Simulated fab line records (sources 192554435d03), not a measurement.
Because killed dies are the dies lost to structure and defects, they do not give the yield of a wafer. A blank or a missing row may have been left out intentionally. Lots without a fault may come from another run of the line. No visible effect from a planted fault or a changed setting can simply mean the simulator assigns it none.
fab line records	flow n5-finfet
[record] lots = 6	wafers = 18	last-day = 18
route steps=1938 shown SD_EPI_P@303 PASSIVATION@1936
lots that met no fault: taken from a fault-free run of the same line
start-h: the number of hours between the record's first day and the start of the first shown wafer of the lot	wait-h: hours elapsed since this lot's preceding step	" unchanged from the row above	L1.1+2: a single row standing in for several wafers	- no value, or no start given	* or withheld: withheld	< > ~ a bound
route shown NAME@n: a module of which the file shows steps, and the number in the route of the first	usual: mean and standard deviation over wafers with no fault	same: alike in all rows	chamber/n: place in a boat	sites: per-site readings	_std_site: the standard deviation of these	_edge_site: the outer-site mean with the inner-site mean subtracted	radius-mm: for every site, how far away it sits from the centre of the wafer	mask NAME#n: copy n	behind: the last tool/chamber to shape the wafer	hold: cause of the lot's hold/its duration in hours/its outcome	device: the n, p or np transistor that did not switch	end of line: tests of these same wafers at the route's end	step lacking rows: just its recipe	killed: dies that structure and defects cost at the first sort, which is not the same as the wafer's yield	map: a wafer's dies, marking killed ones x, the rest . and places with no die _
set.NAME: the setting the step ran with; set.NAME@STEP: the setting that earlier step ran with	model.NAME: the simulator's own value behind a step, which no gauge read
lots at selected steps of the route; one table per step, one row per wafer
services: when a tool's chamber went out of use (start-h, in hours from the record's first day, below 0 if earlier), for how many hours, and the reason
[[steps]]
[step N5_SD_EPI_P_CD_MEAS_09]
[recipe] target-cd-nm = 240	landing-energy-ev = 500	detector = se-inlens
[usual] cd-nm = 239.7/1
lot.wafer	tool	chamber	start-h	wait-h	cd-nm
L777.2	cd-sem-02	0	79.61	-	240.9
L777.4	"	0	"	"	240.9
L777.5	"	0	"	"	239.0
L779.3	cd-sem-01	0	91.98	-	239.9
L779.4	"	0	"	"	240.0
L779.5	"	0	"	"	240.1
L780.1	cd-sem-02	0	98.21	-	240.3
L780.3	"	0	"	"	240.2
L780.4	"	0	"	"	239.6
L790.1	cd-sem-02	0	155.37	-	239.8
L790.5	"	0	"	"	240.2
L790.6	"	0	"	"	239.1
L792.1	cd-sem-01	0	173.07	-	239.6
L792.2	"	0	"	"	239.3
L792.4	"	0	"	"	239.8
L795.1	cd-sem-03	0	188.92	-	239.5
L795.3	"	0	"	"	239.2
L795.4	"	0	"	"	240.1
[step N5_SD_EPI_P_OVL_MEAS_10]
[recipe] points-per-wafer = 44
[usual] SD_P_BLK_OVL = -0.5/0.79
lot.wafer	tool	chamber	start-h	wait-h	SD_P_BLK_OVL[nm]
L777.2	overlay-02	0	79.64	0.0	-0.3
L777.4	"	0	"	"	-1.2
L777.5	"	0	"	"	-1.1
L779.3	overlay-01	0	92.01	0.0	0.4
L779.4	"	0	"	"	-0.4
L779.5	"	0	"	"	-0.2
L780.1	overlay-02	0	98.24	0.0	0.5
L780.3	"	0	"	"	-1.2
L780.4	"	0	"	"	-1.1
L790.1	overlay-02	0	155.40	0.0	-0.8
L790.5	"	0	"	"	-0.2
L790.6	"	0	"	"	0.5
L792.1	overlay-01	0	173.10	0.0	-1.3
L792.2	"	0	"	"	-0.8
L792.4	"	0	"	"	0.1
L795.1	overlay-01	0	188.95	0.0	-1.0
L795.3	"	0	"	"	-0.8
L795.4	"	0	"	"	0.5
[step N5_SD_EPI_P_INSPECT_11]
[recipe] mode = adi	inspect-instrument = macro
[usual] raw-defect-count = 2.2/1.5
lot.wafer	tool	chamber	start-h	wait-h	raw-defect-count
L777.2	defect-inspect-02	-	79.66	0.0	2
L777.4	"	-	"	"	7
L777.5	"	-	"	"	4
L779.3	defect-inspect-01	-	92.03	0.0	4
L779.4	"	-	"	"	4
L779.5	"	-	"	"	3
L780.1	defect-inspect-01	-	98.27	0.0	2
L780.3	"	-	"	"	0
L780.4	"	-	"	"	2
L790.1	defect-inspect-02	-	155.42	0.0	2
L790.5	"	-	"	"	4
L790.6	"	-	"	"	4
L792.1	defect-inspect-02	-	173.13	0.0	4
L792.2	"	-	"	"	2
L792.4	"	-	"	"	3
L795.1	defect-inspect-02	-	188.98	0.0	4
L795.3	"	-	"	"	4
L795.4	"	-	"	"	0
[step N5_SD_EPI_P_DESCUM_14]
[recipe] chemistry = O2	time-s = 7.9	source-power-w = 50	bias-power-w = 20	pressure-mtorr = 20	rf-frequency-hz = 2.712e+07	temp-c = 40	resist = CAR-ArF-block	o2-flow-sccm = 225
[usual] bias-power-w = 20.01/0.062	drypump-motor-current-A = 5.5/0.5	oes-product-au = 0.78/0.07	rf-vpp-V = 243.6/1.1	showerhead-plenum-p-Torr = 2.12/0.051	throttle-valve-pct = 20.46/0.19
lot.wafer	tool	chamber	start-h	wait-h	bias-power-w	drypump-motor-current-A	oes-product-au	rf-hours-counter-h	rf-vpp-V	showerhead-plenum-p-Torr	throttle-valve-pct
L777.2	rie-diel-02	1	79.69	0.0	20.06	5.8	0.81	112	244.3	2.10	20.29
L777.4	"	0	"	"	20.01	5.3	0.74	174	244.1	2.09	20.64
L777.5	"	0	"	"	20.03	5.3	0.74	-	242.4	2.09	20.63
L779.3	rie-diel-02	3	92.06	0.0	19.98	5.0	0.76	142	243.3	2.19	20.27
L779.4	"	1	"	"	20.06	5.7	0.80	116	243.1	2.10	20.30
L779.5	"	2	"	"	20.15	6.3	0.70	-	244.9	2.16	20.65
L780.1	rie-diel-06	1	98.30	0.0	20.15	5.5	0.76	149	244.4	2.19	20.63
L780.3	"	2	"	"	20.11	5.8	0.77	136	242.2	2.11	20.79
L780.4	"	0	"	"	19.95	4.9	0.71	206	242.9	2.07	20.10
L790.1	rie-diel-06	0	155.46	0.0	19.94	4.9	0.69	223	242.2	2.06	20.11
L790.5	"	2	"	"	19.94	5.8	0.76	-	245.3	2.11	20.81
L790.6	"	0	"	"	20.00	4.9	0.70	-	241.8	2.06	20.11
L792.1	rie-diel-02	0	173.20	0.1	19.97	5.3	0.71	203	242.7	2.08	20.70
L792.2	"	2	"	"	19.95	6.4	0.97	5	243.4	2.15	20.39
L792.4	"	3	"	"	19.97	4.9	0.74	166	244.3	2.18	20.30
L795.1	rie-diel-04	2	189.01	0.0	20.08	5.0	0.86	74	243.5	2.03	20.52
L795.3	"	1	"	"	19.91	6.1	0.74	168	244.5	2.19	20.45
L795.4	"	3	"	"	19.95	5.3	0.85	-	243.6	2.15	20.48
[step N5_SD_EPI_P_ETCH_36]
[recipe] chemistry = CF4	target = SiARC	target-depth-a = 455	mask-material = CAR-ArF-block	time-s = 75.8	ion-energy-ev = 80	pressure-mtorr = 40	source-w = 545	bias-w = 36	Ar_flow_sccm = 100	cf4-flow-sccm = 100	ends = cleared
[usual] bias-w = 36.01/0.11	cf4-flow-sccm = 100.0/0.34	drypump-motor-current-A = 5.5/0.5	etch-rf-on-time-s = 76.4/1.6	oes-product-au = 0.66/0.061	rf-vpp-V = 184.4/0.96	showerhead-plenum-p-Torr = 2.17/0.047	throttle-valve-pct = 15.62/0.18
lot.wafer	tool	chamber	start-h	wait-h	bias-w	cf4-flow-sccm	drypump-motor-current-A	etch-rf-on-time-s	oes-product-au	rf-hours-counter-h	rf-vpp-V	showerhead-plenum-p-Torr	throttle-valve-pct
L777.2	rie-diel-02	1	79.73	0.0	35.97	100.2	5.7	75.2	0.70	112	184.2	2.16	15.52
L777.4	"	0	"	"	36.02	99.9	5.3	79.9	0.62	174	183.2	2.13	15.76
L777.5	"	0	"	"	35.97	101.0	5.3	79.3	0.61	-	184.3	2.13	15.75
L779.3	rie-diel-02	3	92.10	0.0	35.98	100.0	5.0	77.2	0.65	142	186.1	2.23	15.42
L779.4	"	1	"	"	35.89	100.3	5.8	75.6	0.69	116	185.2	2.15	15.52
L779.5	"	2	"	"	35.92	100.1	6.4	76.6	0.59	-	183.1	2.21	15.94
L780.1	rie-diel-06	1	98.34	0.0	36.06	100.0	5.5	73.6	0.67	149	183.4	2.24	15.81
L780.3	"	2	"	"	35.79	100.0	5.8	76.4	0.66	136	184.7	2.14	15.81
L780.4	"	0	"	"	36.15	99.8	4.9	76.0	0.60	206	183.1	2.13	15.44
L790.1	rie-diel-06	0	155.49	0.0	35.95	99.9	4.9	76.5	0.59	223	182.9	2.12	15.48
L790.5	"	2	"	"	35.98	99.9	5.8	76.7	0.65	-	183.6	2.14	15.83
L790.6	"	0	"	"	36.05	100.1	4.9	76.6	0.60	-	183.7	2.12	15.48
L792.1	rie-diel-02	0	173.24	0.0	36.09	99.6	5.3	79.4	0.59	203	184.0	2.12	15.83
L792.2	"	2	"	"	36.08	99.1	6.4	75.8	0.82	5	184.2	2.21	15.49
L792.4	"	3	"	"	36.01	100.7	5.0	78.7	0.63	166	185.6	2.22	15.45
L795.1	rie-diel-04	2	189.05	0.0	36.02	100.4	5.0	75.9	0.72	74	182.4	2.09	15.74
L795.3	"	1	"	"	36.09	100.6	6.1	76.2	0.64	168	185.9	2.23	15.58
L795.4	"	3	"	"	36.00	100.3	5.3	75.8	0.71	-	184.9	2.17	15.46
[step N5_SD_EPI_P_ETCH_37]
[recipe] chemistry = N2/H2	target = SOC	overetch-a = 1080	mask-material = SiARC	temp-c = 40	ion-energy-ev = 100	source-w = 3000	bias-w = 133	pressure-mtorr = 20	time-s = 486	n2-flow-sccm = 200	h2-flow-sccm = 200	ends = end-point
[step N5_SD_EPI_P_STRIP_38]
[recipe] chemistry = N2/H2	temp-c = 40	n2-flow-sccm = 200	h2-flow-sccm = 200	rf-frequency-hz = 6e+07
[step N5_SD_EPI_P_ETCHBACK_46]
[recipe] chemistry = CH3F/O2	mode = anisotropic-etchback	target = SiNx	target-depth-a = 175	stop-on = SiO2	over-etch-frac = 0.3	ion-energy-ev = 120	pressure-mtorr = 30	source-w = 395	bias-w = 73	Ar_flow_sccm = 150	CH3F_flow_sccm = 30	O2_flow_sccm = 20
[step N5_SD_EPI_P_ETCH_47]
[recipe] chemistry = CH3F/O2	target = SiOCN	target-depth-a = 250	mask-material = SOC	ion-energy-ev = 60	bias-w = 29	pressure-mtorr = 30	source-w = 410	Ar_flow_sccm = 150	CH3F_flow_sccm = 30	O2_flow_sccm = 20
[usual] CH3F_flow_sccm = 29.99/0.088	O2_flow_sccm = 20.01/0.063	drypump-motor-current-A = 5.5/0.5	oes-product-au = 0.78/0.072	rf-vpp-V = 127.6/1.9	showerhead-plenum-p-Torr = 2.03/0.051	throttle-valve-pct = 16.34/0.16
lot.wafer	tool	chamber	start-h	wait-h	CH3F_flow_sccm	O2_flow_sccm	drypump-motor-current-A	oes-product-au	rf-hours-counter-h	rf-vpp-V	showerhead-plenum-p-Torr	throttle-valve-pct
L777.2	rie-diel-02	1	80.21	0.1	30.02	19.99	5.7	0.81	112	126.0	2.00	16.14
L777.4	"	0	"	"	29.95	20.03	5.3	0.73	174	125.3	1.99	16.47
L777.5	"	0	"	"	29.95	19.96	5.3	0.72	-	125.7	1.99	16.48
L779.3	rie-diel-02	3	92.58	0.1	30.08	19.95	5.0	0.77	142	128.6	2.10	16.19
L779.4	"	1	"	"	30.14	20.04	5.7	0.81	116	126.2	2.00	16.14
L779.5	"	2	"	"	29.98	20.05	6.4	0.69	-	129.1	2.07	16.66
L780.1	rie-diel-06	1	98.82	0.1	30.06	19.96	5.5	0.77	149	128.3	2.09	16.49
L780.3	"	2	"	"	30.01	20.09	5.8	0.77	137	128.1	2.00	16.49
L780.4	"	0	"	"	29.83	19.97	4.9	0.70	206	125.5	1.99	16.16
L790.1	rie-diel-06	0	155.97	0.1	29.87	19.98	4.9	0.69	224	125.7	1.99	16.21
L790.5	"	2	"	"	30.04	20.05	5.8	0.76	-	129.4	1.99	16.52
L790.6	"	0	"	"	29.86	19.98	4.9	0.69	-	126.0	1.99	16.20
L792.1	rie-diel-02	0	173.72	0.1	30.07	20.13	5.3	0.70	203	128.1	1.98	16.54
L792.2	"	2	"	"	29.99	19.99	6.3	0.96	5	128.8	2.07	16.26
L792.4	"	3	"	"	30.11	19.97	4.9	0.75	166	129.0	2.09	16.24
L795.1	rie-diel-04	2	189.53	0.1	29.90	20.04	5.0	0.86	74	132.2	1.95	16.41
L795.3	"	1	"	"	30.04	20.01	6.1	0.76	168	128.6	2.09	16.29
L795.4	"	3	"	"	29.98	20.16	5.3	0.84	-	125.0	2.04	16.29
[step N5_SD_EPI_P_ETCH_16]
[recipe] chemistry = CHF3/O2	target = SiO2	target-depth-a = 50	mask-material = SOC	pressure-mtorr = 30	source-w = 650	bias-w = 170	Ar_flow_sccm = 200	CHF3_flow_sccm = 50	O2_flow_sccm = 5	ion-energy-ev = 200
[step N5_SD_EPI_P_STRIP_50]
[recipe] chemistry = CHF3/O2	resist = SiARC	rf-frequency-hz = 6e+07
[step N5_SD_EPI_P_SD_RECESS_17]
[recipe] chemistry = HBr/Cl2/O2	target-depth-a = 391	bt-time-s = 3	pressure-mtorr = 10	icp-w = 800	bias-w = 112	HBr_flow_sccm = 150	Cl2_flow_sccm = 80	O2_flow_sccm = 12
[usual] drypump-motor-current-A = 5.7/0.46	oes-product-au = 0.997/0.014	throttle-valve-pct = 37.00/0.21
lot.wafer	tool	chamber	start-h	wait-h	drypump-motor-current-A	oes-product-au	rf-hours-counter-h	throttle-valve-pct
L777.2	rie-si-04	2	80.38	0.0	5.8	0.974	113	36.77
L777.4	"	3	"	"	5.7	0.987	182	36.96
L777.5	"	0	"	"	5.3	1.003	-	37.13
L779.3	rie-si-03	2	92.76	0.0	4.7	1.013	106	36.99
L779.4	"	1	"	"	6.0	1.003	145	37.26
L779.5	"	0	"	"	6.0	0.977	-	37.01
L780.1	rie-si-02	0	98.99	0.0	6.5	0.996	5	36.48
L780.3	"	3	"	"	5.1	1.004	31	37.34
L780.4	"	2	"	"	5.5	1.000	37	37.16
L790.1	rie-si-04	3	156.15	0.0	5.7	0.986	183	36.96
L790.5	"	3	"	"	5.6	0.992	-	36.96
L790.6	"	2	"	"	5.9	0.983	-	36.75
L792.1	rie-si-04	3	173.89	0.0	5.6	0.991	184	36.97
L792.2	"	1	"	"	5.9	0.989	162	36.95
L792.4	"	2	"	"	5.9	0.973	114	36.76
L795.1	rie-si-02	1	189.70	0.0	6.2	1.005	83	37.08
L795.3	"	0	"	"	6.5	0.998	6	36.48
L795.4	"	2	"	"	5.5	0.994	38	37.18
[step N5_SD_EPI_P_WET_ETCH_45]
[recipe] chemistry = dHF	dilution = withheld	time-s = 10.7	target = SiO2	target-depth-a = 20	temp-c = 25	dry = ipa-marangoni	rinse-time-s = 30	rinse-temp-c = 23
[usual] rinse-temp-c = 23.02/0.11	rinse-time-s = 30/0
lot.wafer	tool	chamber	start-h	wait-h	rinse-temp-c	rinse-time-s
L777.2	wet-bench-05	1	80.48	0.1	22.83	30
L777.4	"	2	"	"	23.02	30
L777.5	"	7	"	"	23.01	30
L779.3	wet-bench-03	5	92.85	0.1	-	-
L779.4	"	4	"	"	-	-
L779.5	"	6	"	"	-	-
L780.1	wet-bench-02	5	99.08	0.1	-	-
L780.3	"	0	"	"	-	-
L780.4	"	6	"	"	-	-
L790.1	wet-bench-02	1	156.24	0.1	23.05	30
L790.5	"	6	"	"	23.03	30
L790.6	"	0	"	"	22.92	30
L792.1	wet-bench-03	1	173.98	0.1	23.07	30
L792.2	"	5	"	"	23.00	30
L792.4	"	2	"	"	23.04	30
L795.1	wet-bench-03	2	189.79	0.1	23.06	30
L795.3	"	1	"	"	23.06	30
L795.4	"	0	"	"	22.99	30
[step N5_SD_EPI_P_STRIP_40]
[recipe] chemistry = N2/H2	power-w = 1000	temp-c = 250	h2-frac = 0.65	overash-fraction = 0.3	pressure-mtorr = withheld	n2-flow-sccm = 1750	h2-flow-sccm = 3250
[usual] drypump-motor-current-A = 5.7/0.43	heater-power-w = 352/31	oes-product-au = 0.762/0.01
lot.wafer	tool	chamber	start-h	wait-h	drypump-motor-current-A	heater-power-w	oes-product-au	rf-hours-counter-h
L777.2	plasma-asher-01	1	80.53	0.0	5.3	301	0.753	37
L777.4	"	1	"	"	5.3	308	0.753	-
L777.5	"	0	"	"	5.5	370	0.760	-
L779.3	plasma-asher-01	0	92.92	0.0	5.5	374	0.761	-
L779.4	"	1	"	"	5.3	298	0.748	-
L779.5	"	0	"	"	5.5	374	0.779	-
L780.1	plasma-asher-01	0	99.13	0.0	5.5	363	0.769	40
L780.3	"	0	"	"	5.6	364	0.764	-
L780.4	"	1	"	"	5.3	303	0.743	-
L790.1	plasma-asher-02	1	156.29	0.0	5.7	357	0.760	103
L790.5	"	1	"	"	5.7	356	0.766	-
L790.6	"	0	"	"	6.5	388	0.758	-
L792.1	plasma-asher-01	0	174.03	0.0	5.5	369	0.762	56
L792.2	"	1	"	"	5.3	307	0.764	56
L792.4	"	1	"	"	5.3	299	0.771	-
L795.1	plasma-asher-02	0	189.84	0.0	6.4	382	0.770	110
L795.3	"	1	"	"	5.7	367	0.763	-
L795.4	"	0	"	"	6.4	397	0.755	-
[step N5_PASSIVATION_PROBE_49]
[usual] killed_at_M0_to_M3 = 33/9.9	killed_at_M4_up = 14/6.4	killed-at-contacts = 12/7	killed-at-front-end = 41/13	killed-at-other = 3.1/2.9	killed-dies = 103/20	killed-open = 67/14	killed-short = 34/9.4
[same] gross-dies = 1180	killed-at-back-side = 0
lot.wafer	tool	chamber	start-h	wait-h	killed_at_M0_to_M3	killed_at_M4_up	killed-at-contacts	killed-at-front-end	killed-at-other	killed-dies	killed-open	killed-short
L777.2	prober-01	-	291.35	0.1	43	7	9	48	0	107	62	44
L777.4	prober-01	-	291.45	0.2	14	14	19	47	3	97	64	33
L777.5	prober-01	-	291.50	0.2	46	11	10	21	4	92	56	35
L780.1	prober-02	-	302.87	0.0	34	10	9	35	1	89	59	29
L780.3	prober-02	-	302.97	0.1	37	9	6	38	3	93	62	31
L780.4	prober-02	-	303.02	0.2	52	15	9	60	0	136	83	47
L790.1	prober-02	-	378.20	0.0	40	13	11	46	4	114	70	41
L790.5	prober-02	-	378.40	0.2	28	17	4	52	1	102	60	34
L790.6	prober-02	-	378.45	0.3	39	12	10	35	3	99	71	26
// killed by level:class
L777.2 STI_FIN_REVEAL:geometric-particle:open=17 BEOL_M0_SAQP:geometric-particle:short=11 BEOL_M0_SAQP:geometric-particle:open=10 BEOL_M1:geometric-particle:open=9 DUMMY_GATE:geometric-particle:open=6 GATE_CUT:geometric-particle:short=6 MOL_CONTACT_COAG:geometric-particle:open=5 MOL_CONTACT_COAG:geometric-particle:short=4
L777.4 STI_FIN_REVEAL:geometric-particle:open=17 MOL_CONTACT_COAG:geometric-particle:open=15 BEOL_M0_SAQP:geometric-particle:short=7 FIN_SAQP:geometric-particle:short=6 DUMMY_GATE:geometric-particle:open=5 FIN_SAQP:geometric-particle:open=4 MOL_CONTACT_COAG:geometric-particle:short=4 BEOL_M0_SAQP:geometric-particle:open=4
L777.5 BEOL_M0_SAQP:geometric-particle:short=16 BEOL_M0_SAQP:geometric-particle:open=11 MOL_CONTACT_COAG:geometric-particle:open=8 BEOL_M3:geometric-particle:open=8 DUMMY_GATE:geometric-particle:open=6 BEOL_M1:geometric-particle:open=4 BEOL_M1:geometric-particle:short=3 BEOL_M6:geometric-particle:open=3
L780.1 MOL_CONTACT_COAG:geometric-particle:open=9 STI_FIN_REVEAL:geometric-particle:open=8 FIN_SAQP:geometric-particle:open=7 FIN_SAQP:geometric-particle:short=7 BEOL_M1:geometric-particle:open=7 BEOL_M0_SAQP:geometric-particle:open=6 BEOL_M0_SAQP:geometric-particle:short=5 BEOL_M2:geometric-particle:open=5
L780.3 STI_FIN_REVEAL:geometric-particle:open=8 DUMMY_GATE:geometric-particle:open=7 GATE_CUT:geometric-particle:short=7 BEOL_M3:geometric-particle:open=7 BEOL_M1:geometric-particle:open=7 BEOL_M2:geometric-particle:open=6 BEOL_M0_SAQP:geometric-particle:open=5 FIN_SAQP:geometric-particle:short=4
L780.4 FIN_SAQP:geometric-particle:short=19 STI_FIN_REVEAL:geometric-particle:open=15 BEOL_M1:geometric-particle:open=10 BEOL_M2:geometric-particle:open=9 FIN_SAQP:geometric-particle:open=8 DUMMY_GATE:geometric-particle:open=7 MOL_CONTACT_COAG:geometric-particle:open=7 BEOL_M0:geometric-particle:open=6
L790.1 BEOL_M0_SAQP:geometric-particle:short=16 STI_FIN_REVEAL:geometric-particle:open=13 FIN_SAQP:geometric-particle:open=12 MOL_CONTACT_COAG:geometric-particle:open=10 BEOL_M0_SAQP:geometric-particle:open=9 BEOL_M3:geometric-particle:open=9 FIN_SAQP:geometric-particle:short=6 BEOL_M5:geometric-particle:open=5
L790.5 STI_FIN_REVEAL:geometric-particle:open=14 FIN_SAQP:geometric-particle:short=13 BEOL_M3:geometric-particle:open=9 FIN_SAQP:geometric-particle:open=8 BEOL_M0_SAQP:geometric-particle:short=7 HKMG_FIN:area-etch=7 BEOL_M0_SAQP:geometric-particle:open=5 MOL_CONTACT_COAG:geometric-particle:open=4
L790.6 BEOL_M0_SAQP:geometric-particle:open=11 MOL_CONTACT_COAG:geometric-particle:open=10 BEOL_M0_SAQP:geometric-particle:short=10 BEOL_M4:geometric-particle:open=8 FIN_SAQP:geometric-particle:open=7 DUMMY_GATE:geometric-particle:open=5 BEOL_M3:geometric-particle:open=5 FIN_SAQP:geometric-particle:short=4
[[services]]
tool	chamber	start-h	hours	kind
rie-diel-04	2	77.28	6.0	repair
plasma-asher-01	-	82.60	2.8	pm
plasma-asher-01	-	112.36	0.9	repair
wet-bench-02	-	116.69	1.9	pm
rie-diel-02	2	131.19	-	clean
rie-diel-02	2	131.19	-	consumable-replace:focus-ring
rie-diel-02	2	131.19	24.2	scheduled-down
rie-diel-02	2	131.19	24.2	vent-cycle
rie-diel-04	3	133.61	22.5	repair
rie-diel-06	2	136.40	2.6	repair
rie-diel-06	3	139.23	-	clean
rie-diel-06	3	139.23	-	consumable-replace:focus-ring
rie-diel-06	3	139.23	27.9	scheduled-down
rie-diel-06	3	139.23	27.9	vent-cycle
plasma-asher-02	-	140.60	4.3	pm
rie-si-04	3	145.41	3.3	repair
rie-diel-06	-	177.84	0.6	repair
rie-diel-04	0	185.19	4.0	repair
rie-si-02	-	185.88	1.7	repair
[[key]]
[first-sign] step = N5_SD_EPI_P_WET_ETCH_45	reading = tool-record	direction = missing
effect none on later readings
met-at N5_SD_EPI_P_WET_ETCH_45
struck-wafers L779.3,L779.4,L779.5,L780.1,L780.3,L780.4
tester-left-out L779,L780
[fault] kind = skipped-step-whole	tool = wet-bench-02,wet-bench-03	chamber = -	onset-h = 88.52	steps = N5_SD_EPI_P_WET_ETCH_45	scope = struck-lots-only
// tester-left-out: of these lots the tester's yield and bins aren't shown, on N5 and GAA mostly nor the transistor test; their killed dies are dies lost to structure and defects alone, not to doping, threshold or leakage, so they don't give the yield
